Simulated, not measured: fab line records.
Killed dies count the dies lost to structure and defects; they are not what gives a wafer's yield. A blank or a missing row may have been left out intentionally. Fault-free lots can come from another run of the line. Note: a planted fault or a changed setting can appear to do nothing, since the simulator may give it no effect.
fab line records	flow n5Finfet
record: lots: 7	wafers: 39
route steps=1938 shown MOL_CONTACT_COAG@542 BEOL_M0_SAQP@652 BEOL_M3@980
startH: hours from the record's opening day to when the first of the lot's shown wafers began	waitH: hours from the lot's prior step to this one	" repeats the value in the row above	L1.1+2: several wafers, shown together as one row	- no value present, or no start provided	* or withheld: withheld	< > ~ a bound
route shown NAME@n: NAME is a module with steps in the file, n the number in the route of the first one	usual: average and standard deviation across the fault-free wafers	same: alike in all rows	chamber/n: place in a boat	sites: per-site readings	_std_site: the values' standard deviation	_edge_site: outer sites' mean less inner sites'	radiusMm: for every site, how far away it sits from the centre of the wafer	mask NAME#n: copy n	behind: the tool/chamber that last shaped the wafer	hold: why the lot was held/for how many hours/how that ended	device: names the non-switching transistor (n, p or np)	end of line: the same wafers' tests at the end of the route	where a step has no rows: the recipe by itself	killed: dies that structure and defects cost at the first sort, which is not the same as the wafer's yield	map: dies across one wafer; x = killed, . = not, _ = none there
set.NAME: the run value of the setting; set.NAME@STEP: its run value at that earlier step	model.NAME: the simulator's own value behind a step, which no gauge read
one table per step and one row per wafer, for lots whose settings were changed on purpose
== steps ==
step: N5_MOL_CONTACT_COAG_PRECLEAN_111
recipe: chemistry: NF3:NH3	afsCycles: 1	tempC: 30	timeS: 20	sublimationTempC: 180	sublimationTimeS: 60	pressureTorr: 3	rfPowerW: 30
lot.wafer	tool	chamber	startH	waitH	set.timeS	model.SiNx_of_GATE_CUT_SAC_CAP_01.thkNm	model.SiNx_of_SPACER0_ALD_07.thkNm
L075.1+3+4	remotePlasma-02	0	95.63	0.2	9.067	21	1.6
L075.2	"	0	"	"	20	20.4	1.2
L075.5	"	0	"	"	20	20.6	1.2
L075.6	"	0	"	"	20	20.4	1
L078.1+3	remotePlasma-02	1	110.89	0.2	20	20.4	1
L078.2+5	"	1	"	"	31.33	20	0.6
L078.4	"	1	"	"	20	20.2	1
L078.6	"	1	"	"	31.33	19.8	0.8
L086.1	remotePlasma-01	0	195.92	1.9	16.6	20.2	1.2
L086.2	"	0	"	"	20	20.2	1.2
L086.3+5	"	0	"	"	16.6	20.4	1.2
L086.4	"	0	"	"	20	20.2	1
L086.6	"	0	"	"	20	20.4	1
L088.1+5	remotePlasma-01	0	196.30	2.0	31.38	20	0.6
L088.2	"	0	"	"	31.38	20.2	0.6
L088.3	"	0	"	"	20	20.4	1
L088.4+6	"	0	"	"	20	20.4	1.2
L089.1+5	remotePlasma-02	1	196.30	0.7	20	20.2	1.2
L089.2+6	"	1	"	"	20	20.4	1
L089.3+4	"	1	"	"	20	20.4	1.2
L090.1	remotePlasma-01	1	196.48	0.5	20	20.4	1.2
L090.5+6	"	1	"	"	20	20.2	1.2
L093.1+2	remotePlasma-02	1	223.83	0.2	20	20.4	1.2
L093.3+4+5	"	1	"	"	9.233	20.8	1.6
L093.6	"	1	"	"	20	20.2	1.2
step: N5_MOL_CONTACT_COAG_TI_SIL_19
recipe: material: Ti	targetThkA: 42	tempC: 200	chamberPressurePa: 5	powerW: 5000	timeS: 15
step: N5_MOL_CONTACT_COAG_ALD_20
recipe: material: TiN	targetThkA: 15	tempC: 400	aldPrecursorFamily: TiCl4	aldCoReactant: NH3	pulseTimeS: 1	purgeTimeS: 3	coReactantPurgeTimeS: 2	coReactantPulseTimeS: 2	aldCycles: 68	pressureTorr: 3
step: N5_MOL_CONTACT_COAG_PRECLEAN_125
recipe: chemistry: DIW	timeS: 57.5	tempC: 23
step: N5_MOL_CONTACT_COAG_SRD_126
recipe: dryTimeS: 32	dry: n2Spin	spinRpm: 1500
step: N5_MOL_CONTACT_COAG_CMP_23
recipe: stopOn: SiO2	tOverpolishS: 1.5	postCmpClean: cuAlkaline	downForcePsi: 2	platenRpm: 50.289	padVelocityMS: 1.0006	targetThkNm: 0
lot.wafer	tool	chamber	startH	waitH	set.timeS@MOL_CONTACT_COAG_PRECLEAN_111	model.SiNx_of_GATE_CUT_SAC_CAP_01.thkNm
L075.1+4+3	cmp-04	0,1,3	101.68	0.0	9.067	18.8
L075.2+6+5	"	2,0,1	"	"	20	18.4
L078.1	cmp-04	2	117.90	0.1	20	18.4
L078.4+3	"	3,0	"	"	20	18.2
L078.2+5	"	1,3	"	"	31.33	18
L078.6	"	2	"	"	31.33	17.8
L086.2+4	cmp-04	0,1	200.70	0.0	20	18.2
L086.1	"	2	"	"	16.6	18.2
L086.3+5	"	3,1	"	"	16.6	18.4
L086.6	"	0	"	"	20	18.4
L088.4+3+6	cmp-04	1,3,2	200.93	0.1	20	18.4
L088.1+5	"	2,1	"	"	31.38	18
L088.2	"	0	"	"	31.38	18.2
L089.2+3+1+5+6	cmp-03	0,1,2,0,1	200.99	0.1	20	18.2
L089.4	"	3	"	"	20	18.4
L090.1	cmp-04	3	201.27	0.1	20	18.4
L090.5+6	"	0,1	"	"	20	18.2
L093.3	cmp-02	3	227.92	0.0	9.233	18.8
L093.2+1+6	"	0,1,3	"	"	20	18.2
L093.4+5	"	2,0	"	"	9.233	18.6
step: N5_MOL_CONTACT_COAG_WET_ETCH_26
recipe: target: Co	targetDepthNm: 13
lot.wafer	tool	chamber	startH	waitH	set.timeS@MOL_CONTACT_COAG_PRECLEAN_111	model.SiNx_of_GATE_CUT_SAC_CAP_01.thkNm
L075.1+3+4	wetBench-03	6,5,4	102.03	0.0	9.067	18.8
L075.2+6	"	7,3	"	"	20	18.2
L075.5	"	2	"	"	20	18.4
L078.1+3+4	wetBench-03	1,7,2	118.25	0.0	20	18.2
L078.2+6	"	0,6	"	"	31.33	17.8
L078.5	"	5	"	"	31.33	18
L086.1+3	wetBench-01	6,0	201.05	0.0	16.6	18.2
L086.2+4	"	7,1	"	"	20	18.2
L086.5	"	2	"	"	16.6	18.4
L086.6	"	5	"	"	20	18.4
L088.1+2+5	wetBench-02	0,6,1	201.28	0.0	31.38	18
L088.3+4+6	"	7,5,4	"	"	20	18.2
L089.1+2+3+5+6	wetBench-01	5,4,7,6,3	201.49	0.2	20	18.2
L089.4	"	2	"	"	20	18.4
L090.1+5+6	wetBench-03	7,5,1	201.51	0.0	20	18.2
L093.1+2+6	wetBench-01	7,3,4	228.27	0.0	20	18.2
L093.3+4+5	"	0,2,1	"	"	9.233	18.6
step: N5_MOL_CONTACT_COAG_WET_ETCH_116
recipe: chemistry: SC1-inhibited	targetDepthNm: 4.6	dry: ipaMarangoni	rinseTimeS: 30	rinseTempC: 23
lot.wafer	tool	chamber	startH	waitH	set.timeS@MOL_CONTACT_COAG_PRECLEAN_111	model.SiNx_of_GATE_CUT_SAC_CAP_01.thkNm
L075.1+3	wetBench-03	6,5	102.18	0.0	9.067	18.8
L075.2+6	"	7,3	"	"	20	18.2
L075.4	"	4	"	"	9.067	18.6
L075.5	"	2	"	"	20	18.4
L078.1+3+4	wetBench-03	1,7,2	118.40	0.0	20	18.2
L078.2+5+6	"	0,5,6	"	"	31.33	17.8
L086.1+3+5	wetBench-01	6,0,2	201.20	0.0	16.6	18.2
L086.2+4+6	"	7,1,5	"	"	20	18.2
L088.1+5	wetBench-02	0,1	201.43	0.0	31.38	17.8
L088.2	"	6	"	"	31.38	18
L088.3+4+6	"	7,5,4	"	"	20	18.2
L089.1	wetBench-01	5	201.64	0.0	20	18
L089.2+3+5+6	"	4,7,6,3	"	"	20	18.2
L089.4	"	2	"	"	20	18.4
L090.1+5+6	wetBench-03	7,5,1	201.66	0.0	20	18.2
L093.1+2+6	wetBench-01	7,3,4	228.42	0.0	20	18.2
L093.3+4+5	"	0,2,1	"	"	9.233	18.6
step: N5_MOL_CONTACT_COAG_ALD_27
recipe: material: SiOC	targetThkA: 170	tempC: 400	aldPrecursorFamily: carbosiloxane	aldCoReactant: H2-plasma	pulseTimeS: 1.5	timeS: 2720	purgeTimeS: 2	coReactantPurgeTimeS: 2	aldCycles: 340	pressureTorr: 2
step: N5_MOL_CONTACT_COAG_CMP_28
recipe: stopOn: SiNx	tOverpolishS: 0.85	postCmpClean: alkalineBrush	downForcePsi: 4.15	platenRpm: 51.8	padVelocityMS: 1.0307	targetThkNm: 14.522
step: N5_MOL_CONTACT_COAG_THK_MEAS_29
recipe: reads: SiNx_of_GATE_CUT_PECVD_57+SiNx_of_GATE_CUT_SAC_CAP_01
usual: MD_CAP_THK: 17.91/0.084
lot.wafer	tool	chamber	startH	waitH	set.timeS@MOL_CONTACT_COAG_PRECLEAN_111	MD_CAP_THK[nm]
L075.1	filmMetro-02	-	104.37	-	9.067	18.54
L075.2	"	-	"	"	20	17.97
L075.3	"	-	"	"	9.067	18.39
L075.4	"	-	"	"	9.067	18.40
L075.5	"	-	"	"	20	18.03
L075.6	"	-	"	"	20	17.99
L078.1	filmMetro-02	-	120.59	-	20	17.97
L078.2	"	-	"	"	31.33	17.57
L078.3	"	-	"	"	20	17.91
L078.4	"	-	"	"	20	17.91
L078.5	"	-	"	"	31.33	17.64
L078.6	"	-	"	"	31.33	17.53
L086.1	filmMetro-02	-	203.39	-	16.6	17.85
L086.2	"	-	"	"	20	17.87
L086.3	"	-	"	"	16.6	17.98
L086.4	"	-	"	"	20	17.90
L086.5	"	-	"	"	16.6	18.00
L086.6	"	-	"	"	20	17.97
L088.1	filmMetro-02	-	203.61	-	31.38	17.62
L088.2	"	-	"	"	31.38	17.72
L088.3	"	-	"	"	20	17.96
L088.4	"	-	"	"	20	17.97
L088.5	"	-	"	"	31.38	17.61
L088.6	"	-	"	"	20	17.97
L089.1	filmMetro-02	-	204.97	-	20	17.81
L089.2	"	-	"	"	20	17.90
L089.3	"	-	"	"	20	17.94
L089.4	"	-	"	"	20	18.03
L089.5	"	-	"	"	20	17.82
L089.6	"	-	"	"	20	18.00
L090.1	filmMetro-02	-	206.03	-	20	18.03
L090.5	"	-	"	"	20	17.85
L090.6	"	-	"	"	20	17.88
L093.1	filmMetro-01	-	231.29	-	20	17.91
L093.2	"	-	"	"	20	17.96
L093.3	"	-	"	"	9.233	18.38
L093.4	"	-	"	"	9.233	18.18
L093.5	"	-	"	"	9.233	18.27
L093.6	"	-	"	"	20	17.87
step: N5_MOL_CONTACT_COAG_ALD_123
recipe: material: SiNx	targetThkA: 50	tempC: 400	aldPrecursorFamily: SiH2I2	aldCoReactant: N2/H2-plasma	pulseTimeS: 1	purgeTimeS: 2	coReactantPurgeTimeS: 2	aldCycles: 100	pressureTorr: 2
step: N5_MOL_CONTACT_COAG_PECVD_31
recipe: material: SiO2	targetThkA: 460	tempC: 400	precursor: TEOS/O2	pressureTorr: 6.5	rfW: withheld	teosFlowSccm: withheld	gas: O2	flowSccm: 2650	timeS: 8.9
step: N5_MOL_CONTACT_COAG_VIA_ETCH_46
recipe: chemistry: C4F6/O2	targetDepthA: 460	overetchA: 92	maskMaterial: SOC	target: SiO2	biasW: 455	pressureMtorr: 10	timeS: 40	sourceW: 325	Ar_flow_sccm: 300	C4F6_flow_sccm: 10	O2_flow_sccm: 10	ionEnergyEv: 575.3	ends: endPoint
step: N5_MOL_CONTACT_COAG_STRIP_96
recipe: chemistry: N2/H2	powerW: 500	tempC: 40	pressureMtorr: 50	rfFrequencyHz: 6e+07	overashFraction: 0.3	biasPowerW: 28	h2Frac: 0.5	n2FlowSccm: 300	h2FlowSccm: 300
step: N5_MOL_CONTACT_COAG_ETCH_47
recipe: chemistry: CH3F/O2	target: SiNx	targetDepthA: 270	maskMaterial: SiO2	stopOn: W	overEtchFrac: 0.2	ionEnergyEv: 120	endpoint: OES-CN	pressureMtorr: 30	sourceW: 395	biasW: 73	Ar_flow_sccm: 150	CH3F_flow_sccm: 30	O2_flow_sccm: 20	ends: endPoint
lot.wafer	tool	chamber	startH	waitH	set.timeS@MOL_CONTACT_COAG_PRECLEAN_111	model.etch.depthNm	model.MOL_CONTACT_COAG.featureDepthNm
L075.1	rieDiel-05	3	106.52	0.0	9.067	18.55	19.2
L075.2	"	1	"	"	20	17.97	18.6
L075.3	"	0	"	"	9.067	18.44	19
L075.4	"	3	"	"	9.067	18.43	19
L075.5	"	0	"	"	20	18.11	18.8
L075.6	"	1	"	"	20	17.96	18.6
L078.1	rieDiel-05	3	122.41	0.0	20	17.97	18.6
L078.2	"	0	"	"	31.33	17.58	18.2
L078.3	"	1	"	"	20	17.93	18.6
L078.4	"	3	"	"	20	17.86	18.4
L078.5	"	1	"	"	31.33	17.62	18.2
L078.6	"	0	"	"	31.33	17.5	18
L086.1	rieDiel-06	0	207.57	0.0	16.6	17.88	18.4
L086.2	"	3	"	"	20	17.85	18.4
L086.3	"	2	"	"	16.6	17.98	18.6
L086.4	"	2	"	"	20	17.88	18.4
L086.5	"	0	"	"	16.6	18.03	18.6
L086.6	"	3	"	"	20	18.02	18.6
L088.1	rieDiel-05	3	207.72	0.0	31.38	17.64	18.2
L088.2	"	1	"	"	31.38	17.78	18.4
L088.3	"	0	"	"	20	17.98	18.6
L088.4+6	"	2,0	"	"	20	18	18.6
L088.5	"	3	"	"	31.38	17.62	18.2
L089.1	rieDiel-05	3	208.34	0.0	20	17.83	18.4
L089.2	"	1	"	"	20	17.9	18.4
L089.3	"	2	"	"	20	17.92	18.6
L089.4	"	0	"	"	20	18.05	18.6
L089.5	"	0	"	"	20	17.84	18.4
L089.6	"	1	"	"	20	17.94	18.6
L090.1	rieDiel-04	2	208.49	0.0	20	17.98	18.6
L090.5	"	0	"	"	20	17.86	18.4
L090.6	"	3	"	"	20	17.85	18.4
L093.1	rieDiel-05	3	233.44	0.0	20	17.9	18.6
L093.2	"	1	"	"	20	17.91	18.6
L093.3	"	2	"	"	9.233	18.35	19
L093.4	"	0	"	"	9.233	18.25	18.8
L093.5	"	3	"	"	9.233	18.31	19
L093.6	"	2	"	"	20	17.85	18.4
step: N5_BEOL_M0_SAQP_DESCUM_19
recipe: chemistry: O2	timeS: 7.9	sourcePowerW: 50	biasPowerW: 20	pressureMtorr: 20	rfFrequencyHz: 2.712e+07	tempC: 40	resist: CAR-ArF	o2FlowSccm: 225
lot.wafer	tool	chamber	startH	waitH	set.timeS	model.CAR-ArF_of_BEOL_M0_SAQP_COAT_08.thkNm
L075.1	rieDiel-01	3	115.33	0.1	3.201	86.2
L075.2+6	"	1,3	"	"	7.9	83
L075.3+5	"	0	"	"	3.201	85.8
L075.4	"	2	"	"	7.9	83.2
L078.1	rieDiel-01	1	130.30	0.3	11.87	80.6
L078.2	"	0	"	"	7.9	83.2
L078.3+5	"	2	"	"	7.9	83.6
L078.4	"	3	"	"	11.87	81
L078.6	"	1	"	"	11.87	80.4
L086.1+6	rieDiel-02	1,3	215.78	0.1	4.921	85.2
L086.2	"	3	"	"	7.9	83
L086.3	"	0	"	"	4.921	85.4
L086.4	"	2	"	"	7.9	83.4
L086.5	"	0	"	"	7.9	83.2
L089.1+4	rieDiel-03	0,1	217.60	0.2	11.12	81.6
L089.2	"	3	"	"	7.9	83.4
L089.3	"	2	"	"	11.12	81.8
L089.5+6	"	0,3	"	"	7.9	83.8
L090.1	rieDiel-02	2	217.65	0.1	7.9	83.6
L090.5	"	0	"	"	7.9	83
L090.6	"	3	"	"	7.9	83.4
L088.1+6	rieDiel-03	3,1	217.85	0.1	7.9	83.6
L088.2	"	0	"	"	7.9	83.4
L088.3	"	2	"	"	11.52	81.6
L088.4+5	"	1,0	"	"	11.52	81.4
L093.1+5	rieDiel-01	1,0	240.93	0.5	7.9	83.8
L093.2	"	2	"	"	7.9	84
L093.3	"	0	"	"	10.3	82.2
L093.4+6	"	3,1	"	"	10.3	82.4
step: N5_BEOL_M3_TRENCH_ETCH_37
recipe: chemistry: C4F6/O2	targetDepthA: 555.55	target: SiOC	timeS: 29.2	ionEnergyEv: 250	pressureMtorr: 30	sourceW: 355	biasW: 185	Ar_flow_sccm: 300	C4F6_flow_sccm: 10	O2_flow_sccm: 10
lot.wafer	tool	chamber	startH	waitH	set.targetDepthA	model.etch.depthNm	model.BEOL_M3.featureDepthNm
L075.1	rieDiel-02	0	-	-	443.5	45.72	45.8
L075.2	"	3	"	"	555.55	54.87	54.8
L075.3	"	1	"	"	555.55	55.36	55.4
L075.4	"	0	"	"	555.55	57.12	57.2
L075.5	"	3	"	"	443.5	43.83	43.8
L075.6	"	1	"	"	443.5	44.1	44
L078.1	rieDiel-02	1	-	-	555.55	54.85	54.8
L078.2	"	3	"	"	555.55	54.63	54.6
L078.3	"	2	"	"	555.55	56.31	56.4
L078.4	"	0	"	"	812.1	83.51	83.6
L078.5	"	0	"	"	812.1	84.54	84.6
L078.6	"	3	"	"	812.1	80.69	80.6
L086.1	rieDiel-03	3	-	-	555.55	57.27	57.2
L086.2	"	1	"	"	555.55	54.72	54.8
L086.3	"	0	"	"	555.55	55.03	55
L086.4	"	2	"	"	555.55	55.14	55.2
L086.5	"	0	"	"	555.55	54.8	54.8
L086.6	"	1	"	"	555.55	54.21	54.2
L089.1	rieDiel-01	0	-	-	555.55	54.62	54.6
L089.2	"	3	"	"	555.55	56.05	56
L089.3	"	2	"	"	555.55	55.42	55.4
L089.4	"	1	"	"	555.55	56.22	56.2
L089.5	"	2	"	"	555.55	54.98	55
L089.6	"	3	"	"	555.55	55.92	56
L088.1	rieDiel-01	2	-	-	373.3	37.64	37.6
L088.2	"	3	"	"	555.55	56.31	56.4
L088.3	"	0	"	"	373.3	37.09	37
L088.4	"	1	"	"	373.3	38.22	38.2
L088.5	"	3	"	"	555.55	57.26	57.2
L088.6	"	0	"	"	555.55	55.27	55.2
L090.1	rieDiel-01	1	-	-	555.55	56.92	57
L090.5	"	0	"	"	555.55	55.3	55.4
L090.6	"	3	"	"	555.55	56.79	56.8
L093.1	rieDiel-02	2	-	-	555.55	56.46	56.4
L093.2	"	0	"	"	555.55	57.25	57.2
L093.3	"	3	"	"	780	76.83	76.8
L093.4	"	1	"	"	555.55	55.28	55.2
L093.5	"	2	"	"	780	79.46	79.4
L093.6	"	3	"	"	780	76.51	76.6
step: N5_BEOL_M3_ETCH_41
recipe: chemistry: CH3F/O2	target: SiCN	targetDepthA: 299	taperDeg: 2	timeS: 52.5	ionEnergyEv: 120	maskMaterial: TiN	pressureMtorr: 30	sourceW: 395	biasW: 75	Ar_flow_sccm: 150	CH3F_flow_sccm: 30	O2_flow_sccm: 20
step: N5_BEOL_M3_STRIP_97
recipe: chemistry: N2/H2	timeS: 10	powerW: 450	tempC: 40	pressureMtorr: 20	rfFrequencyHz: 6e+07	biasPowerW: 7	n2FlowSccm: 200	h2FlowSccm: 200
step: N5_BEOL_M3_OCD_MEAS_38
usual: trenchDepthNm: 55.7/1.1
lot.wafer	tool	chamber	startH	waitH	set.targetDepthA@BEOL_M3_TRENCH_ETCH_37	trenchDepthNm
L075.1	ocd-01	-	171.47	-	443.5	45.9
L075.2	"	-	"	"	555.55	54.2
L075.3	"	-	"	"	555.55	55.1
L075.4	"	-	"	"	555.55	57.2
L075.5	"	-	"	"	443.5	43.5
L075.6	"	-	"	"	443.5	44.7
L078.1	ocd-02	-	177.64	-	555.55	54.8
L078.2	"	-	"	"	555.55	54.8
L078.3	"	-	"	"	555.55	56.5
L078.4	"	-	"	"	812.1	83.5
L078.5	"	-	"	"	812.1	84.9
L078.6	"	-	"	"	812.1	81.2
L086.1	ocd-01	-	247.65	-	555.55	57.4
L086.2	"	-	"	"	555.55	54.9
L086.3	"	-	"	"	555.55	55.2
L086.4	"	-	"	"	555.55	55.1
L086.5	"	-	"	"	555.55	55.0
L086.6	"	-	"	"	555.55	54.4
L089.1	ocd-02	-	247.70	-	555.55	55.3
L089.2	"	-	"	"	555.55	56.0
L089.3	"	-	"	"	555.55	55.8
L089.4	"	-	"	"	555.55	55.7
L089.5	"	-	"	"	555.55	55.6
L089.6	"	-	"	"	555.55	55.6
L088.1	ocd-02	-	253.00	-	373.3	37.9
L088.2	"	-	"	"	555.55	56.6
L088.3	"	-	"	"	373.3	37.2
L088.4	"	-	"	"	373.3	37.7
L088.5	"	-	"	"	555.55	57.8
L088.6	"	-	"	"	555.55	55.1
L090.1	ocd-02	-	254.20	-	555.55	56.8
L090.5	"	-	"	"	555.55	55.2
L090.6	"	-	"	"	555.55	56.7
L093.1	ocd-02	-	293.09	-	555.55	56.6
L093.2	"	-	"	"	555.55	57.5
L093.3	"	-	"	"	780	76.5
L093.4	"	-	"	"	555.55	55.3
L093.5	"	-	"	"	780	79.6
L093.6	"	-	"	"	780	77.0
== key ==
split: step: N5_MOL_CONTACT_COAG_PRECLEAN_111	setting: timeS	stated: 20	by: wafer
response: step: N5_MOL_CONTACT_COAG_PRECLEAN_111	reading: model.SiNx_of_GATE_CUT_SAC_CAP_01.thkNm	change: -0.00769	per: 1%	r: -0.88
response: step: N5_MOL_CONTACT_COAG_PRECLEAN_111	reading: model.SiNx_of_SPACER0_ALD_07.thkNm	change: -0.00781	per: 1%	r: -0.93
response: step: N5_MOL_CONTACT_COAG_CMP_23	reading: model.SiNx_of_GATE_CUT_SAC_CAP_01.thkNm	change: -0.00681	per: 1%	r: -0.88
response: step: N5_MOL_CONTACT_COAG_WET_ETCH_26	reading: model.SiNx_of_GATE_CUT_SAC_CAP_01.thkNm	change: -0.00641	per: 1%	r: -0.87
response: step: N5_MOL_CONTACT_COAG_WET_ETCH_116	reading: model.SiNx_of_GATE_CUT_SAC_CAP_01.thkNm	change: -0.00702	per: 1%	r: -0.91
response: step: N5_MOL_CONTACT_COAG_THK_MEAS_29	reading: MD_CAP_THK	change: -0.00658	per: 1%	r: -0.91
response: step: N5_MOL_CONTACT_COAG_ETCH_47	reading: model.etch.depthNm	change: -0.00686	per: 1%	r: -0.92
response: step: N5_MOL_CONTACT_COAG_ETCH_47	reading: model.MOL_CONTACT_COAG.featureDepthNm	change: -0.00683	per: 1%	r: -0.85
split: step: N5_BEOL_M0_SAQP_DESCUM_19	setting: timeS	stated: 7.9	by: wafer
response: step: N5_BEOL_M0_SAQP_DESCUM_19	reading: model.CAR-ArF_of_BEOL_M0_SAQP_COAT_08.thkNm	change: -0.0503	per: 1%	r: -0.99
split: step: N5_BEOL_M3_TRENCH_ETCH_37	setting: targetDepthA	stated: 555.55	by: wafer
response: step: N5_BEOL_M3_TRENCH_ETCH_37	reading: model.etch.depthNm	change: +0.567	per: 1%	r: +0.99
response: step: N5_BEOL_M3_TRENCH_ETCH_37	reading: model.BEOL_M3.featureDepthNm	change: +0.568	per: 1%	r: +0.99
response: step: N5_BEOL_M3_OCD_MEAS_38	reading: trenchDepthNm	change: +0.568	per: 1%	r: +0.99
